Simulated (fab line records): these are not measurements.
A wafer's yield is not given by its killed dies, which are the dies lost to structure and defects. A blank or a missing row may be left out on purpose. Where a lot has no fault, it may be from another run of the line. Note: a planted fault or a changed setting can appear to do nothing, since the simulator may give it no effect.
Matching of chambers    flow nandHarc    pecvd-04 running NHARC_P_GATE_DEP_103: 3 sister chambers
The step deposits SiON, target thk 30 nm. 6 wafers are shown with their chamber, then 8 later ones without.

## WAFERS, EACH WITH ITS CHAMBER
wafer   chamber  heaterPowerW (W)
L411.4  2        969
L411.6  0        805
L413.3  1        795
L413.4  1        763
L413.5  2        907
L415.1  0        704

## WAFERS WITHOUT THEIR CHAMBER
wafer   heaterPowerW (W)
L415.5  717
L415.6  690
L416.1  812
L416.2  726
L416.4  1007
L420.1  707
L420.4  838
L420.6  715

## WHICH CHAMBER EACH ONE RAN IN
wafer   from the rows above           in truth
L415.5  can't be placed: 0 or 1       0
L415.6  can't be placed: 0 or 1       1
L416.1  can't be placed: 1 or 0 or 2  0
L416.2  can't be placed: 0 or 1       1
L416.4  2                             2
L420.1  can't be placed: 0 or 1       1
L420.4  can't be placed: 1 or 0 or 2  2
L420.6  can't be placed: 0 or 1       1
Correct placement for 1 of the 8. Unplaceable from these rows: 7, with the true chamber sitting among the candidates in 7. Placed wrongly: 0.
How it was worked out, from the rows above alone: a wafer's distance from a chamber is the root of the sum, over the readings, of the square of ((its reading less the chamber's mean) divided by the reading's scatter). The wafer belongs to the nearest chamber; if the next one is less than 2 further off, it can't be placed. Each chamber's mean is taken over the wafers shown for it. The scatter is the square root of a quotient: the sum, over the shown wafers, of each reading's squared deviation from its chamber's mean, divided by wafers minus chambers.
